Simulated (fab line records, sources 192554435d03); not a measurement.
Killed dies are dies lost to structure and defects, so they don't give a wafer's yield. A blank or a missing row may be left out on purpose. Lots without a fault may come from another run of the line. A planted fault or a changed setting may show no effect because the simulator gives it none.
Which tool did it? | flow n5_finfet | 21 lots, 63 wafers sampled, at 2 steps of a route of 1938

WHAT THE GAUGES READ, wafer by wafer
N5_WELL_APT_CD_MEAS_25: target cd 200 nm.
lot  | measured    | on        | cd_nm (nm)
L074 | day 1 14:42 | cd_sem-03 | 197.9 199.8 198.5
L075 | day 1 21:23 | cd_sem-01 | 197.7 194.7 200.9
L076 | day 2 02:47 | cd_sem-03 | 200.4 199.2 200.1
L077 | day 2 09:12 | cd_sem-03 | 198.8 196.8 198.0
L079 | day 2 20:47 | cd_sem-02 | 194.7 196.4 197.5
L080 | day 3 03:04 | cd_sem-01 | 202.6 201.1 202.0
L081 | day 3 08:43 | cd_sem-02 | 199.4 197.1 197.5
L083 | day 3 21:07 | cd_sem-01 | 198.9 200.7 198.7
L084 | day 4 02:58 | cd_sem-02 | 199.0 201.4 205.3
L086 | day 4 14:59 | cd_sem-01 | 200.6 199.5 198.5
L087 | day 4 20:57 | cd_sem-03 | 199.0 197.5 199.5
L088 | day 5 03:49 | cd_sem-03 | 195.8 195.8 198.0
L089 | day 5 08:44 | cd_sem-02 | 199.5 199.9 199.4
L090 | day 5 14:57 | cd_sem-01 | 202.0 203.5 201.2
L091 | day 5 21:08 | cd_sem-01 | 200.2 199.8 199.3
L092 | day 6 03:17 | cd_sem-02 | 199.9 199.7 198.3
L093 | day 6 09:20 | cd_sem-01 | 196.1 196.7 197.5
L094 | day 6 15:07 | cd_sem-01 | 199.1 199.6 199.7
L095 | day 6 20:56 | cd_sem-02 | 199.6 203.4 198.3
L096 | day 7 03:11 | cd_sem-02 | 201.1 196.9 198.6
L097 | day 7 08:59 | cd_sem-03 | 197.9 198.2 197.6

WHICH TOOL RAN EACH LOT (tool, then ch and the chambers of the sampled wafers, then the start)
lot  | N5_WELL_APT_DESCUM_13
L074 | rie_diel-03 ch 0,2,3, day 1 13:40
L075 | rie_diel-06 ch 0,1,2, day 1 20:01
L076 | rie_diel-01 ch 0,1,2, day 2 01:46
L077 | rie_diel-06 ch 0,1, day 2 08:10
L079 | rie_diel-03 ch 1,2,3, day 2 19:46
L080 | rie_diel-01 ch 1,2,3, day 3 02:02
L081 | rie_diel-01 ch 0,2,3, day 3 07:41
L083 | rie_diel-06 ch 0,1,2, day 3 19:58
L084 | rie_diel-01 ch 0,1,2, day 4 01:56
L086 | rie_diel-03 ch 0,2,3, day 4 13:55
L087 | rie_diel-03 ch 1,3, day 4 19:55
L088 | rie_diel-01 ch 0,1,2, day 5 02:46
L089 | rie_diel-01 ch 0,2,3, day 5 07:42
L090 | rie_diel-01 ch 1,2,3, day 5 13:47
L091 | rie_diel-03 ch 0,1,2, day 5 20:05
L092 | rie_diel-01 ch 0,1,2, day 6 02:07
L093 | rie_diel-06 ch 0,3, day 6 08:10
L094 | rie_diel-01 ch 0,2,3, day 6 13:58
L095 | rie_diel-01 ch 2,3, day 6 19:54
L096 | rie_diel-01 ch 0,2,3, day 7 02:10
L097 | rie_diel-06 ch 0,2,3, day 7 07:57
- N5_WELL_APT_DESCUM_13: chemistry O2, time 7.9 s.

WHAT THE TOOLS THEMSELVES READ (means of the sampled wafers that have a number; where no wafer has one, the mark that the record gives instead)
N5_WELL_APT_DESCUM_13.
lot  | tool        | chamber_pressure_mTorr (mTorr) | drypump_motor_current_A (A) | o2_flow_sccm (sccm) | oes_product_au (a.u.) | rf_vpp_V (V) | showerhead_plenum_p_Torr (Torr) | temp_c (C) | throttle_valve_pct (%)
L074 | rie_diel-03 | 20.003                         | 6.0                         | 224.9               | 0.74                  | 244.0        | 2.12                            | 40.02      | 20.63
L075 | rie_diel-06 | 19.993                         | 5.2                         | 224.9               | 0.84                  | 243.2        | 2.13                            | 40.07      | 20.52
L076 | rie_diel-01 | 19.998                         | 5.5                         | 225.0               | 0.77                  | 244.2        | 2.12                            | 39.92      | 20.57
L077 | rie_diel-06 | 20.020                         | 5.3                         | 224.6               | 0.83                  | 244.0        | 2.16                            | 39.86      | 20.51
L079 | rie_diel-03 | 20.011                         | 5.5                         | 225.1               | 0.77                  | 242.3        | 2.07                            | 39.91      | 20.44
L080 | rie_diel-01 | 20.016                         | 5.8                         | 225.1               | 0.82                  | 243.5        | 2.17                            | 39.99      | 20.44
L081 | rie_diel-01 | 19.989                         | 5.7                         | 225.1               | 0.84                  | 244.4        | 2.18                            | 39.99      | 20.44
L083 | rie_diel-06 | 20.007                         | 5.2                         | 225.0               | 0.81                  | 243.0        | 2.12                            | 39.90      | 20.54
L084 | rie_diel-01 | 20.007                         | 5.5                         | 225.4               | 0.75                  | 244.0        | 2.12                            | 40.01      | 20.60
L086 | rie_diel-03 | 19.997                         | 5.9                         | 224.5               | 0.72                  | 244.2        | 2.11                            | 40.17      | 20.67
L087 | rie_diel-03 | 20.010                         | 5.1                         | 225.3               | 0.78                  | 242.4        | 2.08                            | 40.04      | 20.29
L088 | rie_diel-01 | 19.995                         | 5.5                         | 225.2               | 0.75                  | 243.7        | 2.11                            | 40.04      | 20.62
L089 | rie_diel-01 | 20.005                         | 5.7                         | 225.0               | 0.82                  | 243.9        | 2.17                            | 40.10      | 20.47
L090 | rie_diel-01 | 19.989                         | 5.8                         | 224.7               | 0.80                  | 243.8        | 2.16                            | 40.05      | 20.45
L091 | rie_diel-03 | 19.993                         | 5.6                         | 226.2               | 0.76                  | 243.2        | 2.07                            | 40.10      | 20.45
L092 | rie_diel-01 | 20.001                         | 5.5                         | 225.3               | 0.74                  | 243.3        | 2.11                            | 40.04      | 20.64
L093 | rie_diel-06 | 19.990                         | 5.0                         | 225.2               | 0.77                  | 242.7        | 2.12                            | 39.96      | 20.44
L094 | rie_diel-01 | 19.990                         | 5.7                         | 224.4               | 0.80                  | 244.8        | 2.17                            | 39.89      | 20.48
L095 | rie_diel-01 | 19.998                         | 6.0                         | 225.3               | 0.84                  | 245.3        | 2.22                            | 39.91      | 20.34
L096 | rie_diel-01 | 19.999                         | 5.8                         | 224.9               | 0.80                  | 243.8        | 2.17                            | 40.02      | 20.49
L097 | rie_diel-06 | 20.004                         | 5.1                         | 224.4               | 0.79                  | 243.3        | 2.08                            | 40.03      | 20.46

THE ANSWER, worked out from the rows above alone
Rule: what is usual is taken from the lots themselves. Put in order of their means at a reading, lots are off if they are a third of the lots or fewer, leave a main group of 4 or more, and stand apart from it by a gap of 3 or more times the standard deviation of the main group's means; of several such gaps the widest counts. A main group whose means are all the same, to the digits that the tables above print for the reading, isn't used. A lot without any number at a reading at which 4 lots or more have one is off too. The other lots that the step has rows for count as sound. The gauges are gone through in route order, then the tools' own readings, and for those a lot's mean is taken as printed above. The first step at which some lot is off is used, and at that step the reading that is off furthest; a lot without a number counts as furthest.
No lot is off at any reading shown: from this, nothing can be told.

WHAT THE SIMULATOR HAD PUT IN
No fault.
